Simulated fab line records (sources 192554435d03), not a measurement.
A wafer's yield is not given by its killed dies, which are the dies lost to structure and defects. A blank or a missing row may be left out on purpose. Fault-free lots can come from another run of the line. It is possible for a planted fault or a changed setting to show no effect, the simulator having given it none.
Split-lot study ; flow n5_finfet ; on a route of 1938 steps: 7 lots, 21 wafers read

## THE SPLIT ITSELF
At N5_BEOL_M6_COAT_63 (time 60 s, resist thk 60 nm), the setting spin_rpm was moved away from the recipe's 1500 rpm on 9 of the 21 wafers read, by +3.6% to +9.9%. All remaining wafers had this setting at the recipe value.

## FROM THE SPLIT TO THE READING: what the file shows between them, 7 steps
- N5_BEOL_M6_COAT_64: time 60 s, resist thk 12 nm
- N5_BEOL_M6_COAT_71: time 60 s, resist thk 5 nm
- N5_BEOL_M6_ETCH_72: etches underlayer in N2/H2, target depth 6.5 nm, time 5.2 s
- N5_BEOL_M6_ETCH_65: etches SiARC in CF4, target depth 15.6 nm, time 26 s
- N5_BEOL_M6_ETCH_66: etches SOC in N2/H2, target depth 80 nm, overetch 16 nm, time 120 s
- N5_BEOL_M6_STRIP_69: strips in N2/H2
- N5_BEOL_M6_STRIP_73: strips in N2/H2

## THE READING
SOC_of_BEOL_M6_COAT_63.thk_nm (the simulator's own value, which no gauge read), in nm, at N5_BEOL_M6_VIA_ETCH_34 (etches SiCOH lowk in C4F6/O2, target depth 126.3 nm, time 50.9 s). The file does not state a usual value for it. Across the 12 wafers here that went through the recipe, the average is 54.0 nm and the standard deviation 0.15 nm.

wafer;tool, chamber at the split;spin_rpm as run, rpm;against the recipe;SOC_of_BEOL_M6_COAT_63.thk_nm, nm;against lot-mates on the recipe
L080.4;litho_track-04, 0;1500;recipe;54.2;-
L080.5;litho_track-04, 0;1500;recipe;54;-
L080.6;litho_track-04, 0;1500;recipe;54;-
L084.2;litho_track-01, 0;1554;+3.6%;52.6;-1.6
L084.4;litho_track-01, 0;1500;recipe;54.2;-
L084.5;litho_track-01, 0;1554;+3.6%;53;-1.2
L086.1;litho_track-02, 0;1611;+7.4%;51.8;-2.4
L086.2;litho_track-02, 0;1500;recipe;54.2;-
L086.3;litho_track-02, 0;1611;+7.4%;52;-2.2
L092.2;litho_track-01, 0;1500;recipe;53.8;-
L092.4;litho_track-01, 0;1500;recipe;53.8;-
L092.5;litho_track-01, 0;1500;recipe;53.8;-
L093.3;litho_track-01, 0;1629;+8.6%;51.4;-2.4
L093.4;litho_track-01, 0;1629;+8.6%;51.6;-2.2
L093.6;litho_track-01, 0;1500;recipe;53.8;-
L094.1;litho_track-04, 0;1500;recipe;54;-
L094.6;litho_track-04, 0;1500;recipe;54;-
L094.5;litho_track-04, 0;1649;+9.9%;51;-3.0
L097.2;litho_track-02, 0;1610;+7.3%;51.6;-2.4
L097.4;litho_track-02, 0;1500;recipe;54;-
L097.6;litho_track-02, 0;1610;+7.3%;51.8;-2.2

THE FIT
A straight line over all 21 wafers: SOC_of_BEOL_M6_COAT_63.thk_nm changes by -0.295 nm for each +1% of spin_rpm; r = -0.99; the points scatter about the line by 0.16 nm.
The same after taking each lot's own level away (the mean of its wafers on the recipe; 21 wafers): -0.296 nm for each +1%; r = -0.99; scatter 0.17 nm.
According to that fit, moving spin_rpm by its largest amount changes the reading by 2.9 nm.
Measured against the standard deviation above, the lots' own levels, which go from 53.80 to 54.20 nm, span 2.6 times it.
The two slopes are in agreement: the lot-to-lot level therefore moves the slope only a little.
Check: for one of the wafers moved furthest among these (+9.9%), held out of the fit, the line's prediction against its lot-mates is -2.97 nm. It came out at -3 nm against them.

## THE WHOLE CHAIN: every reading that the file lists as answering this split, in the file's order
step;what it does;reading;change (the file's fit);r (the file's)
N5_BEOL_M6_COAT_63;time 60 s, resist thk 60 nm;SOC_of_BEOL_M6_COAT_63.thk_nm (the simulator's own value, which no gauge read);-0.288 nm for each +1% of the setting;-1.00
N5_BEOL_M6_ETCH_66;etches SOC in N2/H2, target depth 80 nm, overetch 16 nm, time 120 s;etch.depth_nm (the simulator's own value, which no gauge read);-0.291 nm for each +1% of the setting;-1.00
N5_BEOL_M6_VIA_ETCH_34;etches SiCOH lowk in C4F6/O2, target depth 126.3 nm, time 50.9 s;SOC_of_BEOL_M6_COAT_63.thk_nm (the simulator's own value, which no gauge read);-0.301 nm for each +1% of the setting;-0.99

## FILE'S OWN FIT
SOC_of_BEOL_M6_COAT_63.thk_nm changes by -0.301 nm for each +1% of spin_rpm, r = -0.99.
